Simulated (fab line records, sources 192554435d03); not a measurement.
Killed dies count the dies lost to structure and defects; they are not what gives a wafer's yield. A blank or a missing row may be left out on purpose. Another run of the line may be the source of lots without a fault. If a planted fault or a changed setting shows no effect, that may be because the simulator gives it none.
fab line records	flow n5-finfet
record lots=9	wafers=27	last-day=18
route steps=1938 shown SD_EPI_P@303 SD_ACTIVATION@331 BEOL_M4@1111 PASSIVATION@1936
lots that met no fault: taken from a fault-free run of the same line
start-h: the number of hours between the record's first day and the start of the first shown wafer of the lot	wait-h: hours from the lot's prior step to this one	" identical to the entry in the row above	L1.1+2: a single row standing in for several wafers	- value missing, or start not given	* or withheld: withheld	< > ~ a bound
route shown NAME@n: names a module that has steps shown in the file, with the first one's number in the route	usual: the fault-free wafers' mean and standard deviation	same: alike in all rows	chamber/n: place in a boat	sites: readings site by site	_std_site: standard deviation across them	_edge_site: outer sites' mean less inner sites'	radius-mm: how far each site lies from the wafer's centre	mask NAME#n: copy n	behind: tool/chamber where the wafer was last shaped	hold: why the lot went on hold/how many hours it stayed there/how the hold came to an end	device: whichever transistor did not switch (one of n, p or np)	end of line: the route-end tests of the same wafers	a step given without rows: its recipe and nothing more	killed: dies lost to structure and defects at the first sort, not the wafer's yield	map: shows each die of a wafer: x if killed, . if not, _ if none is there
set.NAME: the run value of the setting; set.NAME@STEP: its run value at that earlier step	model.NAME: the simulator's own value behind a step, which no gauge read
steps of the route over a sample of lots; a table a step, a row a wafer
services: from which hour (start-h, from the record's first day; less than 0 if before it) a tool's chamber was out of use, for how many hours, and why
## steps
# step N5_SD_EPI_P_CD_MEAS_09
# recipe target-cd-nm=240	landing-energy-ev=500	detector=se-inlens
# usual cd-nm=239.7/0.86
# same landing-energy-ev=500
lot.wafer	tool	chamber	start-h	wait-h	cd-nm
L848.3	cd-sem-02	0	55.32	-	239.0
L848.5	"	0	"	"	240.5
L848.6	"	0	"	"	238.8
L853.1	cd-sem-03	0	83.32	-	240.8
L853.2	"	0	"	"	239.8
L853.3	"	0	"	"	239.7
L854.1	cd-sem-03	0	91.24	-	241.8
L854.3	"	0	"	"	239.8
L854.6	"	0	"	"	239.3
L860.2	cd-sem-01	0	126.35	-	239.8
L860.3	"	0	"	"	239.8
L860.5	"	0	"	"	240.9
L862.2	cd-sem-01	0	138.96	-	238.4
L862.4	"	0	"	"	239.0
L862.5	"	0	"	"	239.8
L863.1	cd-sem-03	0	144.65	-	239.8
L863.5	"	0	"	"	238.0
L863.6	"	0	"	"	239.1
L865.1	cd-sem-03	0	157.09	-	239.7
L865.5	"	0	"	"	240.2
L865.6	"	0	"	"	240.4
L869.3	cd-sem-02	0	182.10	-	240.8
L869.5	"	0	"	"	240.7
L869.6	"	0	"	"	241.2
L871.1	cd-sem-03	0	193.33	-	237.7
L871.5	"	0	"	"	239.6
L871.6	"	0	"	"	239.3
# step N5_SD_EPI_P_ETCH_47
# recipe chemistry=CH3F/O2	target=SiOCN	target-depth-a=250	mask-material=SOC	ion-energy-ev=60	bias-w=29	pressure-mtorr=30	source-w=410	Ar_flow_sccm=150	CH3F_flow_sccm=30	O2_flow_sccm=20
# usual drypump-motor-current-A=5.7/0.48	oes-product-au=0.78/0.075	rf-vpp-V=128/4.5	showerhead-plenum-p-Torr=2.01/0.082	throttle-valve-pct=16.35/0.25
lot.wafer	tool	chamber	start-h	wait-h	drypump-motor-current-A	oes-product-au	rf-hours-counter-h	rf-vpp-V	showerhead-plenum-p-Torr	throttle-valve-pct
L848.3	rie-diel-01	3	56.55	0.1	6.6	0.77	131	137	2.10	16.54
L848.5	"	3	"	"	6.6	0.77	-	137	2.10	16.55
L848.6	"	2	"	"	5.7	0.76	-	135	1.99	16.73
L853.1	rie-diel-03	0	83.92	0.1	5.6	0.73	191	125	2.09	16.80
L853.2	"	2	"	"	5.3	0.72	200	124	2.07	16.54
L853.3	"	3	"	"	5.1	0.76	170	130	1.97	16.36
L854.1	rie-diel-03	0	91.85	0.1	5.6	0.74	194	124	2.08	16.81
L854.3	"	1	"	"	5.7	0.77	156	126	1.92	16.49
L854.6	"	0	"	"	5.6	0.73	-	124	2.08	16.79
L860.2	rie-diel-03	1	126.95	0.1	5.7	0.76	167	127	1.91	16.50
L860.3	"	2	"	"	5.3	0.72	213	122	2.06	16.56
L860.5	"	2	"	"	5.3	0.71	-	123	2.06	16.58
L862.2	rie-diel-02	3	139.58	0.1	5.5	0.89	34	123	2.14	16.10
L862.4	"	1	"	"	6.2	0.75	180	128	2.01	16.34
L862.5	"	1	"	"	6.2	0.74	-	127	2.01	16.36
L863.1	rie-diel-02	3	145.25	0.1	5.5	0.88	36	124	2.14	16.10
L863.5	"	1	"	"	6.2	0.74	-	126	2.01	16.35
L863.6	"	2	"	"	5.6	0.72	-	130	1.88	16.27
L865.1	rie-diel-01	3	157.69	0.1	6.6	0.74	162	136	2.09	16.58
L865.5	"	0	"	"	5.6	0.91	-	129	2.04	16.01
L865.6	"	3	"	"	6.6	0.75	-	136	2.09	16.59
L869.3	rie-diel-03	1	183.25	0.1	5.7	0.75	184	126	1.91	16.55
L869.5	"	0	"	"	5.6	0.72	-	124	2.07	16.86
L869.6	"	1	"	"	5.7	0.75	-	127	1.91	16.55
L871.1	rie-diel-02	0	193.93	0.1	5.3	0.82	42	129	1.96	16.21
L871.5	"	0	"	"	5.2	0.83	-	129	1.96	16.20
L871.6	"	3	"	"	5.5	0.86	-	123	2.13	16.13
# step N5_SD_EPI_P_EPI_21
# recipe material=SiGe:B	dopant=B	temp-c=550	pressure-torr=20	ambient=H2	time-s=355
# usual lamp-inner-pct=9.8/0.62	susceptor-temp-C=550.02/0.24
lot.wafer	tool	chamber	start-h	wait-h	lamp-inner-pct	susceptor-temp-C
L848.3	epi-rpcvd-02	0	58.13	0.8	10.0	549.80
L848.5	"	0	"	"	9.9	550.03
L848.6	"	0	"	"	9.9	549.90
L853.1	epi-rpcvd-01	0	85.03	0.3	10.7	549.75
L853.2	"	0	"	"	10.7	550.00
L853.3	"	0	"	"	11.0	549.92
L854.1	epi-rpcvd-02	0	92.68	0.1	10.0	549.94
L854.3	"	0	"	"	9.9	549.85
L854.6	"	0	94.48	1.8	10.0	549.89
L860.2	epi-rpcvd-02	0	128.15	0.5	10.0	-
L860.3	"	0	"	"	9.9	-
L860.5	"	0	"	"	9.9	-
L862.2	epi-rpcvd-02	0	140.78	0.5	9.9	-
L862.4	"	0	"	"	10.0	-
L862.5	"	0	"	"	10.0	-
L863.1	epi-rpcvd-02	0	146.21	0.2	10.0	-
L863.5	"	0	148.13	2.0	10.0	-
L863.6	"	0	"	"	9.9	-
L865.1	epi-rpcvd-04	0	158.64	0.2	9.0	550.05
L865.5	"	0	160.56	2.0	8.9	550.29
L865.6	"	0	"	"	8.9	550.15
L869.3	epi-rpcvd-04	0	184.80	0.8	9.0	550.03
L869.5	"	0	"	"	8.9	549.63
L869.6	"	0	"	"	8.9	549.81
L871.1	epi-rpcvd-01	0	194.88	0.2	10.9	550.07
L871.5	"	0	196.80	2.0	10.7	549.95
L871.6	"	0	"	"	10.8	549.70
# step N5_SD_EPI_P_EPI_MEAS_23
# recipe mode=xrd
# usual thk-nm=60.9/1.4
lot.wafer	tool	chamber	start-h	wait-h	thk-nm
L848.3	film-metro-02	-	59.61	1.1	63.1
L848.5	"	-	"	"	61.9
L848.6	"	-	"	"	60.7
L853.1	film-metro-02	-	88.91	3.2	59.1
L853.2	"	-	"	"	58.7
L853.3	"	-	"	"	60.2
L854.1	film-metro-01	-	94.88	1.8	59.6
L854.3	"	-	"	"	59.9
L854.6	"	-	"	"	62.5
L860.2	film-metro-02	-	129.98	1.5	55.7
L860.3	"	-	"	"	54.9
L860.5	"	-	"	"	57.5
L862.2	film-metro-02	-	142.61	1.5	56.6
L862.4	"	-	"	"	57.7
L862.5	"	-	"	"	57.2
L863.1	film-metro-01	-	149.13	2.5	55.2
L863.5	"	-	"	"	55.0
L863.6	"	-	"	"	54.7
L865.1	film-metro-02	-	161.56	2.4	62.0
L865.5	"	-	"	"	63.9
L865.6	"	-	"	"	61.5
L869.3	film-metro-02	-	186.28	1.1	61.4
L869.5	"	-	"	"	59.4
L869.6	"	-	"	"	60.0
L871.1	film-metro-01	-	197.80	2.4	62.3
L871.5	"	-	"	"	62.8
L871.6	"	-	"	"	63.2
# step N5_SD_ACTIVATION_LSA_01
# recipe temp-c=1080	time-s=0.0008	ambient=N2
# usual wafer_temp_C_max=1084.4/0.88
lot.wafer	tool	chamber	start-h	wait-h	wafer_temp_C_max
L848.3	laser-anneal-01	0	60.07	0.2	1082.9
L848.5	"	0	"	"	1084.0
L848.6	"	0	"	"	1084.1
L853.1	laser-anneal-02	0	89.31	0.2	1084.1
L853.2	"	0	"	"	1083.6
L853.3	"	0	"	"	1083.7
L854.1	laser-anneal-01	0	95.28	0.2	1084.3
L854.3	"	0	"	"	1084.4
L854.6	"	0	"	"	1085.2
L860.2	laser-anneal-02	0	130.81	0.2	1085.0
L860.3	"	0	"	"	1085.1
L860.5	"	0	"	"	1084.1
L862.2	laser-anneal-02	0	143.10	0.2	1083.6
L862.4	"	0	"	"	1083.7
L862.5	"	0	"	"	1084.2
L863.1	laser-anneal-01	0	149.55	0.2	1084.5
L863.5	"	0	"	"	1087.3
L863.6	"	0	"	"	1084.8
L865.1	laser-anneal-01	0	161.96	0.2	1084.1
L865.5	"	0	"	"	1084.0
L865.6	"	0	"	"	1085.8
L869.3	laser-anneal-01	0	186.74	0.2	1086.7
L869.5	"	0	"	"	1083.5
L869.6	"	0	"	"	1084.2
L871.1	laser-anneal-01	0	198.20	0.2	1085.1
L871.5	"	0	"	"	1085.5
L871.6	"	0	"	"	1085.6
# step N5_SD_ACTIVATION_RS_MEAS_03
# recipe thk-meas-gauge=four-point-probe
# usual RS_SD_N=21.97/0.28	RS_SD_P=56.2/1.1
lot.wafer	tool	chamber	start-h	wait-h	RS_SD_N[ohm/sq]	RS_SD_P[ohm/sq]
L848.3	film-metro-02	-	60.26	0.2	21.69	54.5
L848.5	"	-	"	"	21.99	55.5
L848.6	"	-	"	"	22.05	55.3
L853.1	film-metro-02	-	89.52	0.2	21.91	58.2
L853.2	"	-	"	"	21.88	57.4
L853.3	"	-	"	"	21.79	58.1
L854.1	film-metro-02	-	95.48	0.2	22.19	56.5
L854.3	"	-	"	"	22.38	56.8
L854.6	"	-	"	"	22.03	55.9
L860.2	film-metro-01	-	131.01	0.2	22.22	61.5
L860.3	"	-	"	"	22.43	61.0
L860.5	"	-	"	"	21.88	61.0
L862.2	film-metro-01	-	143.29	0.2	21.59	60.3
L862.4	"	-	"	"	22.44	59.4
L862.5	"	-	"	"	22.05	59.8
L863.1	film-metro-02	-	149.76	0.2	21.70	61.6
L863.5	"	-	"	"	21.44	61.5
L863.6	"	-	"	"	21.85	62.0
L865.1	film-metro-01	-	162.16	0.2	22.11	54.9
L865.5	"	-	"	"	22.23	55.0
L865.6	"	-	"	"	21.79	55.3
L869.3	film-metro-02	-	186.92	0.2	21.62	55.7
L869.5	"	-	"	"	21.28	56.7
L869.6	"	-	"	"	21.43	55.0
L871.1	film-metro-02	-	198.40	0.2	21.89	54.4
L871.5	"	-	"	"	21.98	54.1
L871.6	"	-	"	"	22.11	54.7
# step N5_BEOL_M4_RC_MEAS_101
# usual DIBL_N=36.0/2.5	DIBL_P=36.7/3	IOFF_N=0.16/0.043	IOFF_P=0.21/0.049	ION_N=673/15	ION_P=461/9.8	RS_SD_P=65.9/1.3	SS_N=71.5/0.83	SS_P=73.4/0.83	VT_N=250/4	VT_P=-251/4
lot.wafer	tool	chamber	start-h	wait-h	DIBL_N[mV/V]	DIBL_P[mV/V]	IOFF_N[nA/um]	IOFF_P[nA/um]	ION_N[uA/um]	ION_P[uA/um]	RS_SD_P[ohm/sq]	SS_N[mV/dec]	SS_P[mV/dec]	VT_N[mV]	VT_P[mV]
L848.3	prober-01	0	161.37	0.3	32.1	33.7	0.12	0.18	657	456	64.7	70.5	72.6	254	-254
L848.5	"	0	"	"	33.0	33.8	0.14	0.18	671	459	65.8	71.7	72.8	254	-254
L848.6	"	0	"	"	31.8	33.3	0.12	0.17	663	459	65.3	70.7	72.1	252	-250
L853.1	prober-01	0	192.36	0.0	40.5	41.9	0.23	0.29	687	465	67.1	72.0	73.8	244	-245
L853.2	"	0	"	"	32.2	32.5	0.09	0.15	647	452	66.7	69.8	71.4	258	-253
L853.3	"	0	"	"	38.0	39.1	0.18	0.24	681	465	67.6	71.5	73.0	248	-247
L854.1	prober-01	0	199.92	0.0	34.7	36.8	0.13	0.22	668	469	66.2	71.1	74.0	250	-248
L854.3	"	0	"	"	39.3	41.9	0.24	0.32	697	476	66.5	72.0	74.6	244	-243
L854.6	"	0	"	"	35.2	37.8	0.14	0.23	660	461	65.2	70.2	74.2	253	-248
L860.2	prober-02	0	237.25	0.2	34.1	31.8	0.12	0.18	685	465	72.0	70.1	72.6	253	-252
L860.3	"	0	"	"	34.7	31.7	0.11	0.17	651	448	71.9	71.0	72.2	256	-250
L860.5	"	0	"	"	35.0	31.9	0.13	0.19	662	459	70.9	70.8	72.7	253	-250
L862.2	prober-01	0	243.50	0.2	41.8	41.7	0.27	0.30	684	455	69.4	73.2	74.9	247	-247
L862.4	"	0	"	"	34.5	33.2	0.13	0.17	668	455	69.6	70.4	72.5	251	-254
L862.5	"	0	"	"	35.7	33.6	0.13	0.16	650	440	70.6	71.9	73.4	256	-253
L863.1	prober-01	0	266.62	0.0	34.7	35.3	0.14	0.17	677	458	72.0	70.6	73.5	251	-253
L863.5	"	0	"	"	38.4	39.8	0.21	0.25	684	462	72.9	72.1	74.4	246	-251
L863.6	"	0	"	"	35.1	36.3	0.15	0.19	670	452	72.6	71.5	72.9	252	-256
L865.1	prober-02	0	276.94	0.0	34.9	36.0	0.14	0.22	666	462	64.8	70.3	73.1	251	-247
L865.5	"	0	"	"	37.1	38.8	0.17	0.26	672	469	64.4	71.8	73.2	248	-246
L865.6	"	0	"	"	37.5	39.1	0.19	0.27	694	484	65.4	71.2	73.4	246	-244
L869.3	prober-01	0	305.45	0.3	36.2	37.5	0.17	0.23	690	470	65.1	71.2	73.6	246	-248
L869.5	"	0	"	"	35.2	35.9	0.15	0.21	686	475	66.4	71.5	72.8	250	-248
L869.6	"	0	"	"	38.7	40.4	0.22	0.29	685	466	65.2	72.0	74.1	244	-246
L871.1	prober-01	0	325.33	0.0	35.6	36.6	0.14	0.17	672	454	63.6	71.1	72.9	252	-256
L871.5	"	0	"	"	37.2	38.3	0.17	0.19	683	463	63.4	71.8	73.6	251	-254
L871.6	"	0	"	"	35.3	36.1	0.13	0.16	650	445	63.3	70.9	73.2	254	-258
# step N5_PASSIVATION_PROBE_49
# usual defect-limited-yield=91.1/1.5	killed_at_M0_to_M3=37/11	killed_at_M4_up=13/5.6	killed-at-contacts=12/5.6	killed-at-front-end=39/11	killed-at-other=4/3.1	killed-dies=105/18	killed-open=69/13	killed-short=35/7.4	sort_bin_5_function=5.1/0.92	sort_bin_6_memory=3.4/0.76	sort_bin_8_speed=0.02/0.11	sort-n-pass=1075/18	sort-yield-pct=91.1/1.5
# same gross-dies=1180	killed-at-back-side=0	sort_bin_4_leakage[%]=0
lot.wafer	tool	chamber	start-h	wait-h	defect-limited-yield[%]	killed_at_M0_to_M3	killed_at_M4_up	killed-at-contacts	killed-at-front-end	killed-at-other	killed-dies	killed-open	killed-short	sort_bin_5_function[%]	sort_bin_6_memory[%]	sort_bin_8_speed[%]	sort-n-pass	sort-yield-pct[%]
L848.3	prober-01	-	264.53	0.1	91.6	33	13	12	37	4	99	61	36	4.5	3.6	0.08	1081	91.6
L848.5	prober-01	-	264.63	0.2	91.4	38	15	19	29	1	102	55	47	4.5	3.3	0	1078	91.4
L848.6	prober-01	-	264.68	0.3	89.9	51	17	13	37	1	119	82	37	5.4	4.0	0	1061	89.9
L853.1	prober-01	-	290.39	0.0	89.2	24	25	15	62	2	128	79	40	6.4	3.4	0	1052	89.2
L853.2	prober-01	-	290.44	0.1	93.8	17	16	11	23	6	73	44	28	4.2	1.6	0.08	1106	93.7
L853.3	prober-01	-	290.49	0.1	92.2	30	21	8	33	0	92	59	30	4.6	2.8	0	1088	92.2
L854.1	prober-01	-	301.72	0.0	89.0	44	11	10	59	6	130	86	42	6.7	4.1	0	1050	89.0
L854.3	prober-01	-	301.82	0.1	90.3	38	18	8	44	6	114	70	42	5.8	3.5	0	1066	90.3
L854.6	prober-01	-	301.97	0.3	90.3	32	13	12	48	9	114	65	47	5.3	4.2	0	1066	90.3
L860.2	prober-01	-	344.24	0.1	94.1	28	8	3	25	6	70	46	23	3.0	2.7	0	1110	94.1
L860.3	prober-01	-	344.29	0.1	94.2	25	2	4	28	9	68	37	31	3.4	2.2	0	1112	94.2
L860.5	prober-01	-	344.39	0.2	91.4	49	7	8	33	4	101	73	28	5.0	3.5	0	1079	91.4
L863.1	prober-01	-	377.91	0.0	91.5	32	17	17	34	0	100	65	34	4.9	3.5	0	1080	91.5
L863.5	prober-01	-	378.11	0.2	92.4	29	10	11	36	4	90	55	35	3.9	3.2	0	1090	92.4
L863.6	prober-01	-	378.16	0.3	91.7	26	7	11	54	0	98	61	37	5.0	3.2	0	1082	91.7
L862.2	prober-01	-	381.27	0.1	92.5	38	11	13	23	4	89	62	27	4.4	3.0	0	1091	92.5
L862.4	prober-01	-	381.37	0.2	88.7	58	16	18	34	7	133	86	45	6.7	4.3	0	1047	88.7
L862.5	prober-01	-	381.42	0.2	92.1	25	9	10	37	12	93	59	34	5.0	2.4	0.17	1085	91.9
L865.1	prober-02	-	395.17	0.0	90.8	20	11	18	55	4	108	74	34	5.3	3.6	0	1072	90.8
L865.5	prober-02	-	395.37	0.2	92.0	27	11	4	49	3	94	65	29	4.2	3.5	0	1086	92.0
L865.6	prober-02	-	395.42	0.3	91.0	35	15	7	47	2	106	73	32	5.4	3.5	0	1074	91.0
L869.3	prober-01	-	413.73	0.1	91.9	36	7	3	44	6	96	70	24	4.3	3.6	0	1084	91.9
L869.5	prober-01	-	413.83	0.2	91.7	46	7	10	24	11	98	60	35	5.0	3.1	0	1082	91.7
L869.6	prober-01	-	413.88	0.3	91.8	29	17	7	37	7	97	65	29	5.4	2.7	0	1083	91.8
L871.1	prober-02	-	433.20	0.0	90.0	42	13	9	53	1	118	77	41	6.6	3.0	0	1062	90.0
L871.5	prober-02	-	433.40	0.2	89.1	52	10	9	56	2	129	86	40	5.6	4.8	0	1051	89.1
L871.6	prober-02	-	433.45	0.3	88.1	60	20	10	49	1	140	88	51	5.8	5.7	0	1040	88.1
# killed by level:class
L848.3 BEOL_M3:geometric-particle:open=10 MOL_CONTACT_COAG:geometric-particle:open=8 FIN_SAQP:geometric-particle:open=6 FIN_SAQP:geometric-particle:short=6 BEOL_M4:geometric-particle:open=6 BEOL_M0_SAQP:geometric-particle:short=5 BEOL_M0_SAQP:geometric-particle:open=5 STARTING-WAFER:geometric-particle:short=5
L848.5 BEOL_M0_SAQP:geometric-particle:short=15 MOL_CONTACT_COAG:geometric-particle:open=12 MOL_CONTACT_COAG:geometric-particle:short=7 BEOL_M3:geometric-particle:open=7 FIN_SAQP:geometric-particle:short=6 BEOL_M0_SAQP:geometric-particle:open=6 FIN_SAQP:geometric-particle:open=5 GATE_CUT:geometric-particle:short=4
L848.6 BEOL_M0_SAQP:geometric-particle:open=13 BEOL_M3:geometric-particle:open=12 MOL_CONTACT_COAG:geometric-particle:open=11 FIN_SAQP:geometric-particle:open=10 BEOL_M0_SAQP:geometric-particle:short=10 BEOL_M4:geometric-particle:open=7 FIN_SAQP:geometric-particle:short=6 GATE_CUT:geometric-particle:short=6
L853.1 BEOL_M4:geometric-particle:open=18 MOL_CONTACT_COAG:geometric-particle:open=13 STI_FIN_REVEAL:geometric-particle:open=12 FIN_SAQP:geometric-particle:short=11 BEOL_M0_SAQP:geometric-particle:short=9 FIN_SAQP:geometric-particle:open=8 HKMG_FIN:area-etch=8 GATE_CUT:geometric-particle:short=6
L853.2 MOL_CONTACT_COAG:geometric-particle:open=9 BEOL_M4:geometric-particle:open=8 BEOL_M0_SAQP:geometric-particle:short=6 BEOL_M1:geometric-particle:open=6 FIN_SAQP:geometric-particle:short=5 PAD_METAL:geometric-particle:short=5 DUMMY_GATE:geometric-particle:open=4 BEOL_M0_SAQP:geometric-particle:open=4
L853.3 BEOL_M0_SAQP:geometric-particle:open=12 FIN_SAQP:geometric-particle:short=10 BEOL_M4:geometric-particle:open=9 STI_FIN_REVEAL:geometric-particle:open=7 MOL_CONTACT_COAG:geometric-particle:open=7 BEOL_M0_SAQP:geometric-particle:short=7 BEOL_M2:geometric-particle:short=4 BEOL_M3:geometric-particle:open=4
L854.1 STI_FIN_REVEAL:geometric-particle:open=16 FIN_SAQP:geometric-particle:open=15 FIN_SAQP:geometric-particle:short=12 BEOL_M0_SAQP:geometric-particle:open=12 BEOL_M0_SAQP:geometric-particle:short=10 BEOL_M3:geometric-particle:open=9 MOL_CONTACT_COAG:geometric-particle:open=7 GATE_CUT:geometric-particle:short=5
L854.3 FIN_SAQP:geometric-particle:short=15 BEOL_M2:geometric-particle:open=13 FIN_SAQP:geometric-particle:open=9 STI_FIN_REVEAL:geometric-particle:open=9 BEOL_M0_SAQP:geometric-particle:short=7 MOL_CONTACT_COAG:geometric-particle:open=6 BEOL_M0_SAQP:geometric-particle:open=6 DUMMY_GATE:geometric-particle:open=4
L854.6 FIN_SAQP:geometric-particle:short=19 FIN_SAQP:geometric-particle:open=10 MOL_CONTACT_COAG:geometric-particle:open=10 BEOL_M0_SAQP:geometric-particle:open=9 BEOL_M0_SAQP:geometric-particle:short=6 BEOL_M3:geometric-particle:open=6 MIM_TOP_ETCH:geometric-particle:short=5 GATE_CUT:geometric-particle:short=4
L860.2 BEOL_M2:geometric-particle:open=9 BEOL_M0_SAQP:geometric-particle:open=6 BEOL_M2:geometric-particle:short=5 STI_FIN_REVEAL:geometric-particle:open=4 ILD0:geometric-particle:open=4 GATE_CUT:geometric-particle:open=4 FIN_SAQP:geometric-particle:short=3 ILD0:geometric-particle:short=3
L860.3 BEOL_M0_SAQP:geometric-particle:short=10 FIN_SAQP:geometric-particle:short=5 STI_FIN_REVEAL:geometric-particle:open=5 GATE_CUT:geometric-particle:short=5 BEOL_M3:geometric-particle:open=4 DUMMY_GATE:geometric-particle:open=3 MOL_CONTACT_COAG:geometric-particle:open=3 BEOL_M0_SAQP:geometric-particle:open=3
L860.5 BEOL_M0_SAQP:geometric-particle:open=15 BEOL_M0_SAQP:geometric-particle:short=12 DUMMY_GATE:geometric-particle:open=11 BEOL_M0:geometric-particle:open=7 BEOL_M2:geometric-particle:open=7 STI_FIN_REVEAL:geometric-particle:open=6 MOL_CONTACT_COAG:geometric-particle:open=6 GATE_CUT:geometric-particle:open=3
L863.1 MOL_CONTACT_COAG:geometric-particle:open=15 FIN_SAQP:geometric-particle:short=10 BEOL_M0_SAQP:geometric-particle:short=9 BEOL_M2:geometric-particle:open=9 BEOL_M0_SAQP:geometric-particle:open=8 BEOL_M4:geometric-particle:open=8 FIN_SAQP:geometric-particle:open=7 GATE_CUT:geometric-particle:short=4
L863.5 BEOL_M0_SAQP:geometric-particle:open=10 MOL_CONTACT_COAG:geometric-particle:open=9 FIN_SAQP:geometric-particle:open=7 GATE_CUT:geometric-particle:short=7 BEOL_M0_SAQP:geometric-particle:short=7 FIN_SAQP:geometric-particle:short=6 STI_FIN_REVEAL:geometric-particle:open=4 BEOL_M4:geometric-particle:open=4
L863.6 FIN_SAQP:geometric-particle:short=14 FIN_SAQP:geometric-particle:open=10 MOL_CONTACT_COAG:geometric-particle:open=9 STI_FIN_REVEAL:geometric-particle:open=6 BEOL_M1:geometric-particle:open=6 BEOL_M3:geometric-particle:open=6 STARTING-WAFER:geometric-particle:short=6 DUMMY_GATE:geometric-particle:open=5
L862.2 BEOL_M0_SAQP:geometric-particle:open=12 MOL_CONTACT_COAG:geometric-particle:open=8 BEOL_M3:geometric-particle:open=8 STI_FIN_REVEAL:geometric-particle:open=5 MOL_CONTACT_COAG:geometric-particle:short=5 BEOL_M3:geometric-particle:short=5 BEOL_M0_SAQP:geometric-particle:short=4 FIN_SAQP:geometric-particle:open=3
L862.4 BEOL_M0_SAQP:geometric-particle:open=20 BEOL_M0_SAQP:geometric-particle:short=18 MOL_CONTACT_COAG:geometric-particle:open=15 FIN_SAQP:geometric-particle:short=10 BEOL_M4:geometric-particle:open=8 BEOL_M3:geometric-particle:open=7 BEOL_M2:geometric-particle:open=6 FIN_SAQP:geometric-particle:open=5
L862.5 BEOL_M0_SAQP:geometric-particle:open=10 FIN_SAQP:geometric-particle:short=7 MOL_CONTACT_COAG:geometric-particle:open=7 BEOL_M3:geometric-particle:open=7 DUMMY_GATE:geometric-particle:open=6 BEOL_M5:geometric-particle:open=6 PASS1_CAP:geometric-particle:short=5 FIN_SAQP:geometric-particle:open=4
L865.1 FIN_SAQP:geometric-particle:open=23 FIN_SAQP:geometric-particle:short=13 MOL_CONTACT_COAG:geometric-particle:open=13 BEOL_M0_SAQP:geometric-particle:short=8 STI_FIN_REVEAL:geometric-particle:open=5 MOL_CONTACT_COAG:geometric-particle:short=5 BEOL_M2:geometric-particle:open=4 BEOL_M8:geometric-particle:open=4
L865.5 FIN_SAQP:geometric-particle:open=18 STI_FIN_REVEAL:geometric-particle:open=8 BEOL_M0_SAQP:geometric-particle:short=7 BEOL_M0_SAQP:geometric-particle:open=7 FIN_SAQP:geometric-particle:short=6 GATE_CUT:geometric-particle:short=5 BEOL_M1:geometric-particle:open=4 BEOL_M2:geometric-particle:open=4
L865.6 BEOL_M0_SAQP:geometric-particle:open=15 FIN_SAQP:geometric-particle:open=13 BEOL_M0_SAQP:geometric-particle:short=8 GATE_CUT:geometric-particle:short=7 GATE_CUT:geometric-particle:open=7 MOL_CONTACT_COAG:geometric-particle:open=6 STI_FIN_REVEAL:geometric-particle:open=5 BEOL_M4:geometric-particle:open=5
L869.3 STI_FIN_REVEAL:geometric-particle:open=13 BEOL_M0_SAQP:geometric-particle:open=11 FIN_SAQP:geometric-particle:short=7 DUMMY_GATE:geometric-particle:open=7 BEOL_M3:geometric-particle:open=7 BEOL_M0_SAQP:geometric-particle:short=6 BEOL_M1:geometric-particle:open=5 STARTING-WAFER:geometric-particle:open=5
L869.5 BEOL_M0_SAQP:geometric-particle:open=15 BEOL_M0_SAQP:geometric-particle:short=9 BEOL_M1:geometric-particle:open=8 MOL_CONTACT_COAG:geometric-particle:open=7 GATE_CUT:geometric-particle:short=5 PAD_METAL:geometric-particle:short=5 BEOL_M4:geometric-particle:open=4 FIN_SAQP:geometric-particle:short=3
L869.6 STI_FIN_REVEAL:geometric-particle:open=16 BEOL_M4:geometric-particle:open=11 BEOL_M0_SAQP:geometric-particle:short=8 FIN_SAQP:geometric-particle:open=6 MOL_CONTACT_COAG:geometric-particle:open=5 BEOL_M0_SAQP:geometric-particle:open=5 BEOL_M2:geometric-particle:open=5 MIM_TOP_ETCH:geometric-particle:open=5
L871.1 FIN_SAQP:geometric-particle:open=14 BEOL_M0_SAQP:geometric-particle:short=12 BEOL_M0_SAQP:geometric-particle:open=11 FIN_SAQP:geometric-particle:short=9 BEOL_M3:geometric-particle:open=9 STI_FIN_REVEAL:geometric-particle:open=6 DUMMY_GATE:geometric-particle:open=6 GATE_CUT:geometric-particle:short=6
L871.5 FIN_SAQP:geometric-particle:open=18 STI_FIN_REVEAL:geometric-particle:open=13 BEOL_M0_SAQP:geometric-particle:open=13 BEOL_M0_SAQP:geometric-particle:short=13 BEOL_M3:geometric-particle:open=8 FIN_SAQP:geometric-particle:short=7 MOL_CONTACT_COAG:geometric-particle:open=7 BEOL_M2:geometric-particle:open=6
L871.6 BEOL_M0_SAQP:geometric-particle:open=18 FIN_SAQP:geometric-particle:short=12 BEOL_M0_SAQP:geometric-particle:short=12 BEOL_M3:geometric-particle:open=11 BEOL_M1:geometric-particle:open=10 FIN_SAQP:geometric-particle:open=9 STI_FIN_REVEAL:geometric-particle:open=8 BEOL_M4:geometric-particle:open=7
## services
tool	chamber	start-h	hours	kind
rie-diel-02	-	46.21	15.6	pm
rie-diel-03	3	48.58	9.8	repair
rie-diel-01	3	50.91	4.7	repair
laser-anneal-02	-	54.98	7.8	pm
rie-diel-01	0	55.60	-	clean
rie-diel-01	0	55.60	-	consumable-replace:focus-ring
rie-diel-01	0	55.60	23.9	scheduled-down
rie-diel-01	0	55.60	23.9	vent-cycle
rie-diel-03	1	76.00	12.8	repair
laser-anneal-01	-	78.28	1.3	pm
epi-rpcvd-04	-	89.26	18.4	repair
rie-diel-01	-	94.55	4.1	repair
epi-rpcvd-04	-	107.67	2.8	pm
laser-anneal-02	-	124.62	3.9	pm
## key
first-sign step=N5_SD_EPI_P_EPI_MEAS_23	reading=thk-nm	direction=down	sigmas=3.4	usual=*	struck=*
effect step=N5_SD_ACTIVATION_RS_MEAS_03	reading=RS_SD_P	direction=up	sigmas=4.1	usual=56.2	struck=60.9
effect step=N5_BEOL_M4_RC_MEAS_101	reading=RS_SD_P	direction=up	sigmas=4.2	usual=65.9	struck=71.3
met-at N5_SD_EPI_P_EPI_21
struck-lots L860,L862,L863
struck-wafers L860.2,L860.3,L860.5,L862.2,L862.4,L862.5,L863.1,L863.5,L863.6
not-acting-at N5_SD_EPI_P_CD_MEAS_09,N5_SD_EPI_P_ETCH_47,N5_SD_ACTIVATION_LSA_01
onset-between 92.68 128.15
fault kind=process-parameter-drift	tool=epi-rpcvd-02	chamber=0	onset-h=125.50	steps=N5_SD_EPI_P_EPI_21	channel=time-s	offset=*	shape=step	end-h=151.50	acts-in=*	stated=*
